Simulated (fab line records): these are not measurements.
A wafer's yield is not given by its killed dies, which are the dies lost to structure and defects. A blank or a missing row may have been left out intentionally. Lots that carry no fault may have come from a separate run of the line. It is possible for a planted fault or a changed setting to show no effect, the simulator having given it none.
Split-lot study ; flow n5_finfet ; on a route of 1938 steps: 7 lots, 39 wafers read

== SPLIT DETAILS ==
At N5_BEOL_M8_DESCUM_16 (chemistry O2, time 7.9 s), the setting time_s was moved away from the recipe's 7.9 s on 15 of the 39 wafers read, by -42.2% to +58.7%. For the rest of the wafers, this setting stayed at what the recipe calls for.

The file shows no step between the split and the reading.

== THE READING ==
CAR-ArF_of_BEOL_M8_COAT_05.thk_nm (the simulator's own value, which no gauge read), in nm, at N5_BEOL_M8_ETCH_61 (etches SiARC in CF4, target depth 45.5 nm, time 75.8 s). The file gives no usual value for it. Average 50.6 nm, standard deviation 0.27 nm, over the 24 wafers here run with the recipe.

wafer;tool, chamber at the split;time_s as run, s;against the recipe;CAR-ArF_of_BEOL_M8_COAT_05.thk_nm, nm;against lot-mates on the recipe
L076.1;rie_diel-03, 1;11.78;+49.1%;47.8;-2.7
L076.2;rie_diel-03, 3,2;7.9;recipe;50.4;-
L076.3;rie_diel-03, 0,2;11.78;+49.1%;48.2;-2.3
L076.4;rie_diel-03, 0,2;11.78;+49.1%;48.2;-2.3
L076.5;rie_diel-03, 3,2;7.9;recipe;50.6;-
L076.6;rie_diel-03, 1;7.9;recipe;50.6;-
L075.1;rie_diel-03, 2,0,0;4.565;-42.2%;52.8;+2.2
L075.2;rie_diel-03, 2,0,0;4.565;-42.2%;52.8;+2.2
L075.6;rie_diel-03, 2,0,0;4.565;-42.2%;52.8;+2.2
L075.3;rie_diel-03, 3,1,1;7.9;recipe;50.6;-
L075.4;rie_diel-03, 3,1,1;7.9;recipe;50.6;-
L075.5;rie_diel-03, 3,1,1;7.9;recipe;50.6;-
L078.1;rie_diel-01, 2;10.58;+33.9%;48.8;-1.6
L078.5;rie_diel-01, 3;10.58;+33.9%;48.8;-1.6
L078.2;rie_diel-01, 3;10.58;+33.9%;49;-1.4
L078.3;rie_diel-01, 0,1,2;7.9;recipe;50.4;-
L078.4;rie_diel-01, 0,1,2;7.9;recipe;50.4;-
L078.6;rie_diel-01, 0,1,2;7.9;recipe;50.4;-
L077.1;rie_diel-01, 1,0;7.9;recipe;51;-
L077.2;rie_diel-01, 2;12.54;+58.7%;47.6;-3.2
L077.3;rie_diel-01, 3;12.54;+58.7%;48;-2.8
L077.4;rie_diel-01, 1,0;7.9;recipe;50.8;-
L077.5;rie_diel-01, 3;7.9;recipe;50.6;-
L077.6;rie_diel-01, 0;12.54;+58.7%;47.8;-3.0
L081.1;rie_diel-01, 0;6.49;-17.8%;51;+0.8
L081.2;rie_diel-01, 1;7.9;recipe;50;-
L081.3;rie_diel-01, 3;7.9;recipe;50.4;-
L081.4;rie_diel-01, 2;7.9;recipe;50.2;-
L081.5;rie_diel-01, 0;6.49;-17.8%;51.2;+1.0
L081.6;rie_diel-01, 1;6.49;-17.8%;51.4;+1.2
L083.1;rie_diel-03, 0,2,3,0;7.9;recipe;50.6;-
L083.6;rie_diel-03, 0,2,3,0;7.9;recipe;50.6;-
L083.2;rie_diel-03, 0,2,3,0;7.9;recipe;50.4;-
L083.3;rie_diel-03, 1,3;7.9;recipe;50.4;-
L083.4;rie_diel-03, 1,3;7.9;recipe;50.4;-
L083.5;rie_diel-03, 0,2,3,0;7.9;recipe;50.4;-
L094.2;rie_diel-01, 0,2,3;7.9;recipe;51;-
L094.3;rie_diel-01, 0,2,3;7.9;recipe;51;-
L094.4;rie_diel-01, 0,2,3;7.9;recipe;51.2;-
Where a row lists several chambers, the file gives one row for several wafers and doesn't say which wafer went through which chamber.

THE FIT
A straight line over all 39 wafers: CAR-ArF_of_BEOL_M8_COAT_05.thk_nm changes by -0.0492 nm for each +1% of time_s; r = -0.98; the points scatter about the line by 0.25 nm.
The same after taking each lot's own level away (the mean of its wafers on the recipe; 39 wafers): -0.0507 nm for each +1%; r = -0.99; scatter 0.14 nm.
According to that fit, moving time_s by its largest amount changes the reading by 3 nm.
Measured against the standard deviation above, the lots' own levels, which go from 50.20 to 51.07 nm, span 3.2 times it.
So the lot-to-lot level changes the slope little: the two slopes agree.
Check: for one of the wafers moved furthest among these (+58.7%), held out of the fit, the line's prediction against its lot-mates is -2.91 nm. Against them it came out at -3.2 nm.

== ADDITIONAL SPLITS CARRIED BY THESE WAFERS ==
Note: prior to the reading, these wafers also went through further splits. Each is held against what the fit with the lots' levels taken away leaves over:
other split on the same wafers;wafers away from the commonest value;r with CAR-ArF_of_BEOL_M8_COAT_05.thk_nm (lot level and that fit taken away)
N5_DUMMY_GATE_HM_DEP_06 time_s;33;+0.03
N5_SD_EPI_N_ETCH_45 target_depth_a;12;-0.06
N5_BEOL_M0_SAQP_ETCH_106 target_depth_a;12;+0.02
N5_BEOL_M4_ILD_DEP_00 target_thk_a;12;+0.12
N5_BEOL_M6_ILD_DEP_00 target_thk_a;15;-0.17

== THE WHOLE CHAIN: every reading that the file lists as answering this split, in the file's order ==
step;what it does;reading;change (the file's fit);r (the file's)
N5_BEOL_M8_DESCUM_16;chemistry O2, time 7.9 s;CAR-ArF_of_BEOL_M8_COAT_05.thk_nm (the simulator's own value, which no gauge read);-0.0501 nm for each +1% of the setting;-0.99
N5_BEOL_M8_ETCH_61;etches SiARC in CF4, target depth 45.5 nm, time 75.8 s;CAR-ArF_of_BEOL_M8_COAT_05.thk_nm (the simulator's own value, which no gauge read);-0.0505 nm for each +1% of the setting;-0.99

== THE FILE'S OWN FIT ==
CAR-ArF_of_BEOL_M8_COAT_05.thk_nm changes by -0.0505 nm for each +1% of time_s, r = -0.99.
